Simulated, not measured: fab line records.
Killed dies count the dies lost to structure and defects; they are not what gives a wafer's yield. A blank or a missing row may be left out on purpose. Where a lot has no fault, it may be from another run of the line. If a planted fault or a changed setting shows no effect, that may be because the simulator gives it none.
Struck lot and sound lot, side by side || flow n5Finfet || 15 steps out of a route of 1938
Sound: these wafers, L344.1, L344.2, L344.6. Struck: wafer L337.1 (left out: L337.5, a lot-mate that was not struck); the cause follows at the end.
Per side, at each step with rows, come the tool, then ch with its chambers, and then its first start. Under that, the readings that differ: sound wafers || struck wafers || difference of the means || sigmas: that difference in standard deviations of wafers without a fault.
alike: readings with means less than 2 such deviations apart, plus words and numbers identical on both sides. not compared: withheld readings, readings lacking a value on some wafer, bounds such as >300 that could conceal the same value, and numbers that have no deviation in the record and whose values overlap.
The two part at a step that has a row with sigmas, a row that says differs or no value, or rows on one side only. Non-overlapping numbers with no deviation appear without sigmas and do not part them. A reading that every wafer of one side lacks parts them only if that side has two wafers or more.

N5_BEOL_M8_STRIP_80: strips in N2/H2, time 10 s.
  sound: rieDiel-02 ch 1,3; struck: rieDiel-03 ch 0
  alike: drypumpMotorCurrentA, h2FlowSccm, n2FlowSccm, oesProductAu, rfVppV, showerheadPlenumPTorr, throttleValvePct
  not compared: rfHoursCounterH
N5_BEOL_M8_OCD_MEAS_38:
  sound: ocd-01 at day 13 04:33; struck: ocd-02 at day 11 01:47
  alike: trenchDepthNm
then, 4 steps without rows for these wafers: N5_BEOL_M8_HM_STRIP_39 (strips TiN in peroxide tin strip, target depth 25 nm, time 158 s); N5_BEOL_M8_SRD_40 (time 30 s); N5_BEOL_M8_PRECLEAN_42 (cleans in residue remover, time 60 s); N5_BEOL_M8_SRD_43 (time 30 s).
N5_BEOL_M8_CD_MEAS_35: target cd 40 nm.
  sound: cdSem-01 at day 13 04:42; struck: cdSem-01 at day 11 01:56
  alike: cdNm
N5_BEOL_M8_CURE_75: cures SiCOH lowk, time 120 s.
  sound on uvCure-02 ch 0, day 13 05:23; struck on uvCure-03 ch 1, day 11 01:58
  alike: lampPowerPct, wafer_temp_C_max
N5_BEOL_M8_DEGAS_44: time 60 s.
  sound: pvdSputter-01 at day 13 05:48; struck: pvdSputter-02 at day 11 02:31
  alike: heaterPowerW
then, 1 step without rows for these wafers: N5_BEOL_M8_PRE_CLEAN_45 (time 30 s).
N5_BEOL_M8_ALD_77: deposits TaN, target thk 2 nm, pulse time 2 s, purge time 3 s.
  sound on aldMetal-03 ch 0,1,2, day 13 05:55; struck on aldMetal-01 ch 1, day 11 02:37
{"reading": "chamberPressureTorr (Torr)", "sound": "2.989 2.998 3.005", "struck": 3.015, "difference": "+0.018", "sigmas": "+3"}
  alike: heaterPowerW, precursorVesselTempC
following that, these wafers have no rows for 1 step: N5_BEOL_M8_SURFACE_TREAT_79.
N5_BEOL_M8_CVD_78: deposits Co from CCTBA/H2, target thk 2 nm, time 142.3 s.
  sound on cvdCo-01 ch 0,2, day 13 06:30; struck on cvdCo-02 ch 1, day 11 03:01
{"reading": "runLengthS (s)", "sound": "165.0 165.2 165.0", "struck": 168.2, "difference": "+3.1", "sigmas": "+7"}
  alike: chamberPressureTorr
N5_BEOL_M8_SPUTTER_48: material Cu, target thk 10 nm, time 1.667 s.
  sound: pvdSputter-01 at day 13 07:05; struck: pvdSputter-01 at day 11 03:09
  alike: cathodeDcPowerW, chuckSensorTempC, substrateTempC, throttleValvePct
-- a jump in the record: the struck wafers' starts before and after are 3 days apart (it breaks off in module BEOL_M8 and resumes in module PASSIVATION, where the first step shown is number 1936 of the route) --
N5_PASSIVATION_PROBE_49:
  the record has rows for the struck wafers here (prober-01, day 13 21:04) and none for the sound ones

WHERE THEY PART
Last at N5_PASSIVATION_PROBE_49 as far as this record goes, first at N5_BEOL_M8_ALD_77.

WHY: what had been put in by the simulator
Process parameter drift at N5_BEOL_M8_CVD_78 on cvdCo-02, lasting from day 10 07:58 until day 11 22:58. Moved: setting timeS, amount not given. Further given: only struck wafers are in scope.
